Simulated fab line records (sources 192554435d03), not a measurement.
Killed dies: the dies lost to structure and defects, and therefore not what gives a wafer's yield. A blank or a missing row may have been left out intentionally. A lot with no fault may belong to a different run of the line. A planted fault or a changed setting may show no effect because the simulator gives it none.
Chamber matching + flow n5_finfet + N5_BEOL_M6_ETCH_65 on rie_diel-06: 4 sister chambers
The step etches SiARC in CF4, target depth 15.6 nm, time 26 s. 4 wafers are shown with their chamber, then 7 later ones without.

## WAFERS, EACH WITH ITS CHAMBER
| wafer  | chamber | showerhead_plenum_p_Torr (Torr) |
|--------|---------|---------------------------------|
| L085.6 | 3       | 2.23                            |
| L086.1 | 0       | 2.21                            |
| L089.2 | 2       | 2.02                            |
| L089.4 | 1       | 2.12                            |

## WAFERS WITH NO CHAMBER GIVEN
| wafer  | showerhead_plenum_p_Torr (Torr) |
|--------|---------------------------------|
| L089.6 | 2.02                            |
| L091.4 | 2.23                            |
| L091.5 | 2.02                            |
| L091.6 | 2.12                            |
| L093.1 | 2.20                            |
| L093.3 | 2.22                            |
| L093.4 | 2.20                            |

## EACH ONE'S CHAMBER
| wafer  | from the rows above     | in truth |
|--------|-------------------------|----------|
| L089.6 | 2                       | 2        |
| L091.4 | 3                       | 3        |
| L091.5 | 2                       | 2        |
| L091.6 | 1                       | 1        |
| L093.1 | 0                       | 0        |
| L093.3 | can't be placed: 3 or 0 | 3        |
| L093.4 | 0                       | 0        |
Placed correctly: 6 of 7. Not placeable from these rows: 1 (in 1, the candidates include the true chamber). Wrongly placed: 0.
How it was worked out, from the rows above alone: a wafer's distance from a chamber is the root of the sum, over the readings, of the square of ((its reading less the chamber's mean) divided by the reading's scatter). The wafer belongs to the nearest chamber; if the next one is less than 2 further off, it can't be placed. For every chamber, the mean is computed from those of its wafers that are shown. The scatter: root of mean squared gap, hidden wafer to nearest shown wafer, with one shown wafer a chamber.
